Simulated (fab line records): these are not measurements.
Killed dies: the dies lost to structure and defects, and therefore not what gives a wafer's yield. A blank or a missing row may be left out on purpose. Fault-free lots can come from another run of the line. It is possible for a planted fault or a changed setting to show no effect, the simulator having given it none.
Which tool was responsible? :: flow nand_harc :: 12 lots, 36 wafers sampled, at 1 step of a route of 1302

WHAT THE GAUGES READ, wafer by wafer
NHARC_P_CONTACT_INSPECT_27.
lot: L075
measured: day 6 10:13
on: defect_inspect-02
raw_defect_count: 350 275 374

lot: L077
measured: day 7 09:19
on: defect_inspect-01
raw_defect_count: 177 322 294

lot: L079
measured: day 8 02:15
on: defect_inspect-02
raw_defect_count: 315 273 180

lot: L081
measured: day 8 22:55
on: defect_inspect-01
raw_defect_count: 306 234 238

lot: L083
measured: day 9 14:41
on: defect_inspect-01
raw_defect_count: 356 348 540

lot: L085
measured: day 10 14:26
on: defect_inspect-02
raw_defect_count: 271 177 232

lot: L087
measured: day 11 06:25
on: defect_inspect-02
raw_defect_count: 230 206 254

lot: L088
measured: day 12 12:10
on: defect_inspect-02
raw_defect_count: 441 556 294

lot: L090
measured: day 13 07:22
on: defect_inspect-02
raw_defect_count: 205 247 125

lot: L094
measured: day 14 10:22
on: defect_inspect-01
raw_defect_count: 373 273 453

lot: L093
measured: day 14 16:34
on: defect_inspect-01
raw_defect_count: 487 242 404

lot: L097
measured: day 15 13:04
on: defect_inspect-01
raw_defect_count: 558 418 295

WHICH TOOL RAN EACH LOT (tool, then ch and the chambers of the sampled wafers, then the start)
The record shows no process step preceding these readings.

THE ANSWER, worked out from the rows above alone
Rule: what is usual is taken from the lots themselves. Put in order of their means at a reading, lots are off if they are a third of the lots or fewer, leave a main group of 4 or more, and stand apart from it by a gap of 3 or more times the standard deviation of the main group's means; of several such gaps the widest counts. A main group whose means are all the same, to the digits that the tables above print for the reading, isn't used. Also off: a lot with no number at a reading for which 4 or more lots have one. The other lots that the step has rows for count as sound.
No lot is off on any of the readings shown, so nothing can be concluded from this.

WHAT WAS PUT IN BY THE SIMULATOR
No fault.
